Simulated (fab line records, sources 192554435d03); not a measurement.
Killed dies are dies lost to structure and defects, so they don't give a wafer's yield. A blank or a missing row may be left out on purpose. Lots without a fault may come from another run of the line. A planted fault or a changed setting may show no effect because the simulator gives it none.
Chamber matching | flow n5_finfet | N5_BEOL_M7_DEP_56 on pecvd-03: 3 sister chambers
The step deposits SiCN from 3MS/NH3, target thk 10 nm, time 17.5 s. 3 wafers are shown with their chamber, then 8 later ones without.

WAFERS WITH THEIR CHAMBER
wafer  | chamber | showerhead_plenum_p_Torr (Torr)
L081.3 | 1       | 3.655
L083.4 | 2       | 3.646
L084.4 | 0       | 3.671

WAFERS WITHOUT THEIR CHAMBER
wafer  | showerhead_plenum_p_Torr (Torr)
L084.5 | 3.667
L084.6 | 3.645
L087.1 | 3.649
L087.2 | 3.650
L087.3 | 3.673
L090.3 | 3.677
L090.4 | 3.663
L090.6 | 3.683

WHICH CHAMBER EACH WENT THROUGH
wafer  | from the rows above          | in truth
L084.5 | can't be placed: 0 or 1      | 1
L084.6 | can't be placed: 2 or 1      | 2
L087.1 | can't be placed: 2 or 1      | 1
L087.2 | can't be placed: 2 or 1      | 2
L087.3 | 0                            | 0
L090.3 | 0                            | 0
L090.4 | can't be placed: 0 or 1 or 2 | 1
L090.6 | 0                            | 0
Placed correctly: 3 of 8. Can't be placed from these rows: 5 (the true chamber is among the candidates in 5). Placed wrongly: 0.
How it was worked out, from the rows above alone: a wafer's distance from a chamber is the root of the sum, over the readings, of the square of ((its reading less the chamber's mean) divided by the reading's scatter). The wafer belongs to the nearest chamber; if the next one is less than 2 further off, it can't be placed. A chamber's mean is the mean of its shown wafers. The scatter: with one shown wafer a chamber, the root of the mean of the squares of how far each hidden wafer lies from its nearest shown one.
